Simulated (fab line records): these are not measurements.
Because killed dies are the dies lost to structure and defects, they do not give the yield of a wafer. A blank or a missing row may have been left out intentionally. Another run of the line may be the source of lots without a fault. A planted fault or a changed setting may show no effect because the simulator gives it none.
Code-filled problem report in 8D (eight disciplines) form ; flow nand-harc ; the parts of the form that need people (team, actions taken, sign-off) are left out

## 1. WHAT IS WRONG
Wafers without a fault read 210.0 sccm, standard deviation 0.66; sih4-flow-sccm at NHARC_A_ONON_D1_DEP_25 reads a mean of 252.5 sccm on 6 wafers belonging to 2 lots. Relative to the usual mean, that is a shift of +64 standard deviations.
The step: target thk 1000 nm.
First seen on wafer L244.1, day 12 07:39, on pecvd-onon-02. The record has a number at this step for 42 wafers belonging to 14 lots. The rule behind "out" and "out of limits": a value lying over 4 standard deviations away from the usual mean. Any other wafer with a number is counted as sound.

## 2. WHAT IT IS AND WHAT IT IS NOT
question;is;is not
which readings at this step;sih4-flow-sccm;-
which lots;L244, L245;L226, L227, L228, L229, L230, L231, L232, L234, L236, L241, L243, L249
which wafers of those lots;all that have a number;-
read on which tools;pecvd-onon-02;pecvd-onon-01, pecvd-onon-03
when;from day 12 07:39;"up to then (33 sound wafers); but 3 sound wafers of L249 came after"

## 3. THE SUSPECTS, EACH WITH WHAT RULES IT OUT
Counting: a tool at a process step up to the reading stays a suspect if it ran every lot that is out and no sound lot after the first of them.
- pecvd-onon-02 at NHARC_A_ONON_D1_DEP_25 (target thk 1000 nm): kept. All lots that are out passed through it, beginning with L244 at day 12 07:39, and no sound lot followed; its final sound lot before that point was L232 at day 9 07:28. On those wafers its own readings are out: sih4-flow-sccm.
Remaining after the count: pecvd-onon-02 at NHARC_A_ONON_D1_DEP_25.

## 4. THE CAUSE (what the simulator had put in)
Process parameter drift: pecvd-onon-02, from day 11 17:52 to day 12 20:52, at NHARC_A_ONON_D1_DEP_25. From 210, the setting sih4-flow-sccm moved by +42. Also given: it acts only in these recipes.
Only this tool survived the counting.

## 5. THE CHAIN OF EFFECTS, in route order
Each row: a reading where the mean over the struck wafers with a number is more than 3 standard deviations away from the usual. Only readings for which the record gives a usual standard deviation are gone through. hours: the time from each lot's start at the first step in this table that gives one to its start at this step, as a median over the lots. sigmas: the change in usual standard deviations.
hours;step;reading;usual;on struck wafers;change;sigmas
0;NHARC_A_ONON_D1_DEP_25;sih4-flow-sccm;210.0 sccm;252.5;+42.5;+64
Process steps it contains:
- NHARC_A_ONON_D1_DEP_25: target thk 1000 nm.

## 6. WHAT WOULD HAVE CAUGHT IT SOONER
In this record no reading fell out of limits until day 12 07:39, 14 hours after the fault had begun at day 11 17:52.
